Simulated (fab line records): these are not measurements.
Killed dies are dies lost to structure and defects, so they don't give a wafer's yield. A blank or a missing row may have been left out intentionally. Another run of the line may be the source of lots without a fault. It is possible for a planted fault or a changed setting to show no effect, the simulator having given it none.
fab line records | flow n5Finfet
[record] lots = 9 wafers = 27 lastDay = 18
route steps=1938 shown BEOL_M3@1003 BEOL_M4@1111 PASSIVATION@1936
lots untouched by any fault: they come from a run of this same line in which no faults occurred
startH: hours from the record's opening day to when the first of the lot's shown wafers began | waitH: hours since the lot's step before | " repeats the value in the row above | L1.1+2: several wafers, shown together as one row | - value missing, or start not given | * or withheld: withheld | < > ~ a bound
route shown NAME@n: NAME is a module with steps in the file, n the number in the route of the first one | usual: mean/standard deviation of fault-free wafers | same: alike in all rows | chamber/n: place in a boat | sites: readings site by site | _std_site: standard deviation of those values | _edge_site: the outer-site mean with the inner-site mean subtracted | radiusMm: how far each site lies from the wafer's centre | mask NAME#n: copy n | behind: the tool/chamber that last shaped the wafer | hold: why the lot went on hold/how many hours it stayed there/how the hold came to an end | device: the transistor (n, p or np) that didn't switch | end of line: tests of these same wafers at the route's end | for a step that has no rows: nothing shown but its recipe | killed: count of dies lost to structure and defects at first sort (not the wafer's yield) | map: a wafer's dies, x killed, . not, _ none there
set.NAME: the run value of the setting; set.NAME@STEP: its run value at that earlier step | model.NAME: the simulator's own value behind a step, which no gauge read
a sample of lots followed through the steps of the route, with each step as a table and each wafer as a row
services: when a tool's chamber went out of use (startH, in hours from the record's first day, below 0 if earlier), for how many hours, and the reason
[[steps]]
[step N5_BEOL_M3_ANNEAL_89]
[recipe] tempC = 400 timeS = 240 ambient = vacuum
[usual] heaterPowerW = 823/81 susceptorTempC = 400.02/0.23
// columns lot.wafer tool chamber startH waitH heaterPowerW susceptorTempC
L491.3 pvdSputter-02 - 184.22 0.0 789 400.21
L491.5 " - " " 822 400.18
L491.6 " - " " 786 399.83
L495.4 pvdSputter-01 - 208.91 0.0 761 399.78
L495.5 " - " " 765 400.21
L495.6 " - " " 844 399.79
L497.1 pvdSputter-03 - 215.58 0.0 784 399.62
L497.4 " - " " 881 399.78
L497.6 " - " " 786 399.76
L498.2 pvdSputter-01 - 219.41 0.0 877 400.38
L498.3 " - " " 777 400.14
L498.4 " - " " 835 400.07
L499.1 pvdSputter-01 - 233.13 0.0 878 399.72
L499.2 " - " " 782 400.02
L499.3 " - " " 762 400.28
L502.3 pvdSputter-03 - 252.54 0.0 877 400.02
L502.4 " - " " 1025 400.08
L502.6 " - " " 783 399.98
L503.2 pvdSputter-02 - 252.98 0.0 822 399.97
L503.4 " - " " 852 400.10
L503.6 " - " " 851 399.60
L506.2 pvdSputter-03 - 263.88 0.0 782 399.34
L506.4 " - " " 775 400.26
L506.5 " - " " 773 400.63
L505.1 pvdSputter-02 - 300.56 0.0 810 399.73
L505.2 " - " " 851 400.25
L505.5 " - " " 861 400.34
[step N5_BEOL_M3_ANNEAL_93]
[recipe] tempC = 400 timeS = 240 ambient = vacuum
[usual] heaterPowerW = 823/82 susceptorTempC = 400.04/0.23
// columns lot.wafer tool chamber startH waitH heaterPowerW susceptorTempC
L491.3 pvdSputter-02 - 184.66 0.0 781 399.98
L491.5 " - " " 839 399.90
L491.6 " - " " 790 399.66
L495.4 pvdSputter-01 - 209.35 0.0 765 399.94
L495.5 " - " " 746 399.99
L495.6 " - " " 847 400.18
L497.1 pvdSputter-03 - 216.02 0.0 789 400.10
L497.4 " - " " 880 400.34
L497.6 " - " " 792 400.52
L498.2 pvdSputter-01 - 219.85 0.0 873 400.36
L498.3 " - " " 802 399.85
L498.4 " - " " 857 399.85
L499.1 pvdSputter-01 - 233.57 0.0 895 399.97
L499.2 " - " " 798 400.29
L499.3 " - " " 744 400.21
L502.3 pvdSputter-03 - 252.98 0.0 887 400.27
L502.4 " - " " 1015 400.35
L502.6 " - " " 772 399.82
L503.2 pvdSputter-02 - 253.42 0.0 839 400.33
L503.4 " - " " 850 400.43
L503.6 " - " " 825 400.20
L506.2 pvdSputter-03 - 264.32 0.0 755 399.91
L506.4 " - " " 781 399.69
L506.5 " - " " 784 399.77
L505.1 pvdSputter-02 - 301.00 0.0 813 399.84
L505.2 " - " " 868 400.04
L505.5 " - " " 877 400.20
[step N5_BEOL_M3_SPUTTER_94]
[recipe] material = Cu targetThkA = 45 tempC = -20 chamberPressurePa = 0.07 powerW = withheld timeS = 8.29
[usual] substrateTempC = -19.98/0.11 susceptorTempC = -20.00/0.1 throttleValvePct = 29.8/0.98
// columns lot.wafer tool chamber startH waitH substrateTempC susceptorTempC throttleValvePct
L491.3 pvdSputter-02 - 184.80 0.1 -20.02 -20.15 31.7
L491.5 " - " " -20.17 -19.97 29.2
L491.6 " - " " -19.89 -20.09 31.8
L495.4 pvdSputter-01 - 209.49 0.1 -20.10 -19.81 30.4
L495.5 " - " " -20.15 -19.91 30.6
L495.6 " - " " -19.88 -19.90 29.7
L497.1 pvdSputter-03 - 216.16 0.1 -20.10 -19.89 28.3
L497.4 " - " " -20.16 -19.83 29.5
L497.6 " - " " -19.95 -20.00 28.3
L498.2 pvdSputter-01 - 219.99 0.1 -20.00 -19.97 31.1
L498.3 " - " " -19.93 -19.94 28.9
L498.4 " - " " -19.92 -20.06 29.7
L499.1 pvdSputter-01 - 233.71 0.1 -19.86 -20.08 31.1
L499.2 " - " " -19.87 -20.11 29.1
L499.3 " - " " -20.02 -19.91 30.5
L502.3 pvdSputter-03 - 253.12 0.1 -20.07 -19.88 29.6
L502.4 " - " " -19.81 -20.00 29.3
L502.6 " - " " -20.03 -19.94 30.1
L503.2 pvdSputter-02 - 253.56 0.1 -20.12 -19.82 29.4
L503.4 " - " " -19.95 -19.95 30.8
L503.6 " - " " -19.78 -20.02 29.5
L506.2 pvdSputter-03 - 264.46 0.1 -20.03 -20.02 30.3
L506.4 " - " " -19.95 -19.92 28.0
L506.5 " - " " -20.03 -20.02 28.4
L505.1 pvdSputter-02 - 301.14 0.1 -19.99 -20.10 29.1
L505.2 " - " " -19.92 -20.04 30.4
L505.5 " - " " -19.91 -19.81 30.7
[step N5_BEOL_M3_CMP_52]
[recipe] stopOn = SiOC tOverpolishS = 6.8 downForcePsi = 1 platenRpm = 50 clearingPlatenDownForcePsi = 1.5 clearingPlatenRpm = 50 postCmpClean = cuAlkaline targetThkNm = 40 clearingPlatenPadVelocityMS = 0.99484 padVelocityMS = 0.99484
[usual] barrierFieldEndpointS = 24.8/0.66 clearingPlatenDownForcePsi = 1.5002/0.0029 motorCurrentA = 6.3/0.56 overpolishRunS = 6.800/0.0087 timeToEndpointS = 62/3.1
// columns lot.wafer tool chamber startH waitH barrierFieldEndpointS clearingPlatenDownForcePsi motorCurrentA overpolishRunS timeToEndpointS
L491.3 cmp-02 2 185.75 0.3 23.6 1.5013 6.6 6.791 61
L491.5 " 3 " " 24.3 1.4994 6.5 6.791 62
L491.6 " 0 " " 24.4 1.4996 6.9 6.804 62
L495.4 cmp-03 1 210.21 0.1 25.6 1.4983 7.5 6.792 63
L495.6 " 1 " " 25.8 1.4986 7.4 6.799 62
L495.5 " 2 " " 26.7 1.5004 5.2 6.805 63
L497.1 cmp-02 0 216.87 0.3 - - - - -
L497.4 " 2 " " - - - - -
L497.6 " 0 " " - - - - -
L498.3 cmp-02 3 220.86 0.3 - - - - -
L498.2 " 1 " " - - - - -
L498.4 " 2 " " - - - - -
L499.1 cmp-02 2 234.42 0.3 - - - - -
L499.3 " 3 " " - - - - -
L499.2 " 0 " " - - - - -
L502.4 cmp-02 3 253.87 0.2 26.0 1.5004 6.3 6.809 67
L502.3 " 0 " " 24.5 1.4983 7.2 6.802 63
L502.6 " 2 " " 25.0 1.5074 6.6 6.801 63
L503.2 cmp-02 2 254.60 0.4 24.1 1.5026 6.8 6.790 56
L503.4 " 3 " " 25.1 1.5016 6.4 6.792 59
L503.6 " 2 " " 24.9 1.4993 6.1 6.804 58
L506.4 cmp-01 0 265.47 0.2 25.3 1.5008 6.4 6.807 61
L506.2 " 1 " " 26.4 1.5023 7.0 6.807 67
L506.5 " 3 " " 24.5 1.5036 6.4 6.796 64
L505.2 cmp-01 1 301.93 0.3 24.3 1.5020 6.9 6.801 61
L505.1 " 2 " " 25.7 1.5010 5.2 6.788 65
L505.5 " 0 " " 24.3 1.4971 6.3 6.814 58
[step N5_BEOL_M3_THK_MEAS_53]
[recipe] thkMeasGauge = xrf reads = Cu_of_BEOL_M3_ECD_50
[usual] M3_THK = 38.9/1.6
// columns lot.wafer tool chamber startH waitH M3_THK[nm]
L491.3 filmMetro-01 - 185.93 - 38.7
L491.5 " - " " 41.4
L491.6 " - " " 40.6
L495.4 filmMetro-02 - 210.50 - 38.9
L495.5 " - " " 40.3
L495.6 " - " " 39.8
L497.1 filmMetro-01 - 217.17 0.3 299.8
L497.4 " - " " 294.4
L497.6 " - " " 298.6
L498.2 filmMetro-02 - 221.15 0.2 303.5
L498.3 " - " " 305.5
L498.4 " - " " 301.5
L499.1 filmMetro-01 - 234.71 0.3 292.1
L499.2 " - " " 293.1
L499.3 " - " " 292.6
L502.3 filmMetro-02 - 254.13 - 39.7
L502.4 " - " " 40.0
L502.6 " - " " 39.4
L503.2 filmMetro-02 - 254.85 - 38.3
L503.4 " - " " 40.8
L503.6 " - " " 39.8
L506.2 filmMetro-01 - 265.69 - 38.1
L506.4 " - " " 36.8
L506.5 " - " " 37.2
L505.1 filmMetro-02 - 302.15 - 38.8
L505.2 " - " " 36.7
L505.5 " - " " 37.8
[step N5_BEOL_M3_RS_MEAS_58]
[recipe] thkMeasGauge = four-point-probe reads = Co_of_BEOL_M3_CO_CAP_55+Cu_of_BEOL_M3_ECD_50+Co_of_BEOL_M3_CVD_47+TaN_of_BEOL_M3_ALD_84
[usual] M3_RS = 0.69/0.035
// columns lot.wafer tool chamber startH waitH M3_RS[ohm/sq]
L491.3 filmMetro-02 - 186.19 0.1 0.69
L491.5 " - " " 0.63
L491.6 " - " " 0.65
L495.4 filmMetro-02 - 210.76 0.0 0.69
L495.5 " - " " 0.66
L495.6 " - " " 0.67
L497.1 filmMetro-02 - 217.43 0.0 0.06
L497.4 " - " " 0.06
L497.6 " - " " 0.06
L498.2 filmMetro-02 - 221.43 0.1 0.06
L498.3 " - " " 0.06
L498.4 " - " " 0.06
L499.1 filmMetro-01 - 235.03 0.0 0.06
L499.2 " - " " 0.06
L499.3 " - " " 0.06
L502.3 filmMetro-02 - 254.40 0.1 0.67
L502.4 " - " " 0.67
L502.6 " - " " 0.68
L503.2 filmMetro-01 - 255.12 0.1 0.71
L503.4 " - " " 0.65
L503.6 " - " " 0.68
L506.2 filmMetro-01 - 265.96 0.1 0.70
L506.4 " - " " 0.74
L506.5 " - " " 0.73
L505.1 filmMetro-01 - 302.41 0.0 0.69
L505.2 " - " " 0.74
L505.5 " - " " 0.72
[step N5_BEOL_M3_INSPECT_59]
[recipe] inspectInstrument = darkfield mode = postDep
[usual] rawDefectCount = 73/25
// columns lot.wafer tool chamber startH waitH rawDefectCount
L491.3 defectInspect-01 - 186.22 0.0 39
L491.5 " - " " 36
L491.6 " - " " 44
L495.4 defectInspect-01 - 210.79 0.0 92
L495.5 " - " " 57
L495.6 " - " " 66
L497.1 defectInspect-01 - 217.45 0.0 5139
L497.4 " - " " 5249
L497.6 " - " " 5074
L498.2 defectInspect-02 - 221.45 0.0 4975
L498.3 " - " " 5158
L498.4 " - " " 5058
L499.1 defectInspect-02 - 235.06 0.0 5212
L499.2 " - " " 5049
L499.3 " - " " 5181
L502.3 defectInspect-02 - 254.43 0.0 56
L502.4 " - " " 71
L502.6 " - " " 64
L503.2 defectInspect-01 - 255.14 0.0 70
L503.4 " - " " 42
L503.6 " - " " 65
L506.2 defectInspect-02 - 265.98 0.0 88
L506.4 " - " " 71
L506.5 " - " " 103
L505.1 defectInspect-02 - 302.43 0.0 150
L505.2 " - " " 127
L505.5 " - " " 84
[step N5_BEOL_M4_RC_MEAS_101]
[usual] DIBL_N = 36.0/2 DIBL_P = 36.2/2.2 IOFF_N = 0.16/0.034 IOFF_P = 0.21/0.04 ION_N = 675/12 ION_P = 463/7.2 SS_N = 71.6/0.6 SS_P = 73.3/0.67 VT_N = 250/3 VT_P = -251/3.4
// columns lot.wafer tool chamber startH waitH DIBL_N[mV/V] DIBL_P[mV/V] IOFF_N[nA/um] IOFF_P[nA/um] ION_N[uA/um] ION_P[uA/um] SS_N[mV/dec] SS_P[mV/dec] VT_N[mV] VT_P[mV]
L491.3 prober-02 0 198.35 0.3 35.2 35.2 0.14 0.18 681 460 71.1 73.5 251 -251
L491.5 " 0 " " 36.7 36.1 0.16 0.18 673 455 71.7 72.3 251 -254
L491.6 " 0 " " 34.6 35.2 0.13 0.17 665 461 70.6 72.1 250 -252
L495.4 prober-01 0 221.73 0.5 36.0 34.2 0.13 0.16 669 453 71.8 73.8 254 -255
L495.5 " 0 " " 38.7 37.7 0.18 0.20 673 453 72.5 73.7 253 -253
L495.6 " 0 " " 37.0 36.6 0.14 0.19 679 460 72.0 73.5 252 -254
L502.3 prober-01 0 268.27 0.3 35.6 35.2 0.16 0.23 679 463 71.4 73.3 251 -246
L502.4 " 0 " " 39.0 39.3 0.24 0.31 697 477 72.2 74.0 246 -245
L502.6 " 0 " " 35.0 34.8 0.16 0.22 673 461 71.5 73.1 249 -247
L503.2 prober-01 0 269.60 0.2 37.9 38.1 0.19 0.26 691 474 72.3 73.6 248 -245
L503.4 " 0 " " 37.9 37.8 0.19 0.26 697 472 72.0 73.1 245 -245
L503.6 " 0 " " 36.9 36.9 0.17 0.23 681 464 71.6 73.2 248 -249
L506.2 prober-02 0 275.28 0.2 35.3 36.7 0.16 0.24 681 470 71.8 73.5 248 -247
L506.4 " 0 " " 39.6 39.8 0.24 0.31 696 475 73.1 74.0 248 -246
L506.5 " 0 " " 34.0 33.5 0.14 0.20 660 460 71.3 72.9 251 -250
L505.1 prober-01 0 312.55 0.7 33.4 32.6 0.12 0.18 668 465 70.8 72.4 254 -252
L505.2 " 0 " " 39.1 40.0 0.22 0.32 695 480 72.0 74.7 245 -243
L505.5 " 0 " " 38.7 39.9 0.21 0.30 685 468 72.5 74.8 247 -247
[step N5_PASSIVATION_PROBE_49]
[usual] defectLimitedYield = 91.5/1.5 killed_at_M0_to_M3 = 33/10 killed_at_M4_up = 15/6.4 killedAtContacts = 12/5.4 killedAtFrontEnd = 38/9.8 killedAtOther = 4/3.1 killedDies = 101/18 killedOnRim = 13/3.9 killedOpen = 67/14 killedShort = 33/7.9 sort_bin_5_function = 5.0/1 sort_bin_6_memory = 3.2/0.67 sortNPass = 1079/18 sortYieldPct = 91.5/1.5
[same] grossDies = 1180 killedAtBackSide = 0 sort_bin_4_leakage[%] = 0 sort_bin_8_speed[%] = 0
// columns lot.wafer tool chamber startH waitH defectLimitedYield[%] killed_at_M0_to_M3 killed_at_M4_up killedAtContacts killedAtFrontEnd killedAtOther killedDies killedOnRim killedOpen killedShort sort_bin_5_function[%] sort_bin_6_memory[%] sortNPass sortYieldPct[%]
L497.1 prober-01 - 350.56 0.0 0 1127 12 6 23 12 1180 152 48 30 3.8 2.5 0 0
L497.4 prober-01 - 350.71 0.2 0 1105 21 12 37 5 1180 152 59 38 4.8 2.9 0 0
L497.6 prober-01 - 350.81 0.3 0 1113 8 14 41 4 1180 152 60 27 4.7 2.5 0 0
L498.2 prober-02 - 376.88 0.1 0 1109 17 11 40 3 1180 152 62 31 3.7 3.8 0 0
L498.3 prober-02 - 376.93 0.1 0 1114 13 14 37 2 1180 152 62 36 4.8 3.2 0 0
L498.4 prober-02 - 376.98 0.2 0 1115 9 12 38 6 1180 152 57 29 3.9 3.1 0 0
L499.1 prober-01 - 390.30 0.0 0 1095 16 12 52 5 1180 152 61 54 6.3 3.3 0 0
L499.2 prober-01 - 390.35 0.1 0 1118 11 10 35 6 1180 152 69 33 5.5 2.9 0 0
L499.3 prober-01 - 390.40 0.1 0 1127 18 8 24 3 1180 152 53 21 3.0 3.0 0 0
// killed by level:class
L497.1 BEOL_M3:areaCmp=1102 FIN_SAQP:geometricParticle:short=8 BEOL_M1:geometricParticle:open=7 PASS1_CAP:geometricParticle:short=6 MOL_CONTACT_COAG:geometricParticle:open=5 BEOL_M0_SAQP:geometricParticle:short=5 BEOL_M4:geometricParticle:open=5 PASS1_CAP:geometricParticle:open=5
L497.4 BEOL_M3:areaCmp=1083 MOL_CONTACT_COAG:geometricParticle:open=9 BEOL_M4:geometricParticle:open=7 FIN_SAQP:geometricParticle:short=5 GATE_CUT:geometricParticle:open=5 BEOL_M0_SAQP:geometricParticle:short=5 BEOL_M0_SAQP:geometricParticle:open=5 BEOL_M5:geometricParticle:open=5
L497.6 BEOL_M3:areaCmp=1092 FIN_SAQP:geometricParticle:open=15 MOL_CONTACT_COAG:geometricParticle:open=11 FIN_SAQP:geometricParticle:short=7 BEOL_M1:geometricParticle:open=6 STI_FIN_REVEAL:geometricParticle:open=4 GATE_CUT:geometricParticle:short=4 BEOL_M3:geometricParticle:open=4
L498.2 BEOL_M3:areaCmp=1087 FIN_SAQP:geometricParticle:open=16 BEOL_M0_SAQP:geometricParticle:short=12 BEOL_M4:geometricParticle:open=12 STI_FIN_REVEAL:geometricParticle:open=10 MOL_CONTACT_COAG:geometricParticle:open=8 FIN_SAQP:geometricParticle:short=4 BEOL_M0_SAQP:geometricParticle:open=4
L498.3 BEOL_M3:areaCmp=1082 BEOL_M0_SAQP:geometricParticle:short=17 MOL_CONTACT_COAG:geometricParticle:open=12 STI_FIN_REVEAL:geometricParticle:open=9 BEOL_M0_SAQP:geometricParticle:open=9 BEOL_M4:geometricParticle:open=9 FIN_SAQP:geometricParticle:open=5 FIN_SAQP:geometricParticle:short=4
L498.4 BEOL_M3:areaCmp=1093 STI_FIN_REVEAL:geometricParticle:open=13 MOL_CONTACT_COAG:geometricParticle:open=11 BEOL_M0_SAQP:geometricParticle:short=8 FIN_SAQP:geometricParticle:open=5 BEOL_M0_SAQP:geometricParticle:open=5 FIN_SAQP:geometricParticle:short=4 BEOL_M2:geometricParticle:open=4
L499.1 BEOL_M3:areaCmp=1065 FIN_SAQP:geometricParticle:short=16 FIN_SAQP:geometricParticle:open=12 BEOL_M0_SAQP:geometricParticle:short=11 BEOL_M0_SAQP:geometricParticle:open=11 MOL_CONTACT_COAG:geometricParticle:open=10 BEOL_M4:geometricParticle:short=9 STI_FIN_REVEAL:geometricParticle:open=7
L499.2 BEOL_M3:areaCmp=1078 FIN_SAQP:geometricParticle:open=11 BEOL_M2:geometricParticle:open=7 STI_FIN_REVEAL:geometricParticle:open=6 MOL_CONTACT_COAG:geometricParticle:open=6 BEOL_M0_SAQP:geometricParticle:short=5 BEOL_M0_SAQP:geometricParticle:open=5 BEOL_M0:geometricParticle:open=5
L499.3 BEOL_M3:areaCmp=1106 BEOL_M4:geometricParticle:open=11 BEOL_M0_SAQP:geometricParticle:open=9 MOL_CONTACT_COAG:geometricParticle:open=7 DUMMY_GATE:geometricParticle:open=5 GATE_CUT:geometricParticle:short=5 BEOL_M0_SAQP:geometricParticle:short=5 FIN_SAQP:geometricParticle:short=4
[[services]]
// columns tool chamber startH hours kind
cmp-01 - 192.95 5.0 pm
cmp-02 - 197.13 4.0 pm
cmp-02 - 201.13 - consumableReplace:conditioner
cmp-02 - 201.13 - consumableReplace:pad
cmp-03 - 201.61 1.2 repair
cmp-03 - 206.51 0.8 repair
cmp-01 - 208.40 13.1 pm
cmp-02 - 216.47 0.3 repair
cmp-01 - 228.56 6.6 pm
cmp-03 - 240.67 1.8 repair
cmp-01 - 263.20 0.5 repair
pvdSputter-01 - 272.12 7.8 repair
cmp-01 - 295.25 2.0 repair
cmp-02 - 296.23 6.5 repair
cmp-03 - 299.96 2.0 repair
[[key]]
[firstSign] step = N5_BEOL_M3_CMP_52 reading = toolRecord direction = missing
[effect] step = N5_BEOL_M3_THK_MEAS_53 reading = M3_THK direction = up sigmas = 99+ usual = 38.9 struck = 297.9
[effect] step = N5_BEOL_M3_RS_MEAS_58 reading = M3_RS direction = down sigmas = 18 usual = 0.69 struck = 0.06
[effect] step = N5_BEOL_M3_INSPECT_59 reading = rawDefectCount direction = up sigmas = 99+ usual = 73 struck = 5122
[effect] step = N5_PASSIVATION_PROBE_49 reading = killed_at_M0_to_M3 direction = up sigmas = 99+ usual = 33 struck = 1114
[moreKillsBornAt] N5_BEOL_M3_CMP_52@cmp-02 = 9788
metAt N5_BEOL_M3_CMP_52
struckLots L497,L498,L499
laterRowsLeftOut L497.1,L497.4,L497.6,L498.2,L498.3,L498.4,L499.1,L499.2,L499.3
notActingAt N5_BEOL_M3_ANNEAL_89,N5_BEOL_M3_ANNEAL_93,N5_BEOL_M3_SPUTTER_94
onsetBetween 185.75 216.87
[fault] kind = skippedStepWhole tool = cmp-02 chamber = - onsetH = 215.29 steps = N5_BEOL_M3_CMP_52 scope = struckLotsOnly
// laterRowsLeftOut: the simulator's readings of these wafers behind a module that went badly wrong aren't trusted and aren't shown, but for the sort
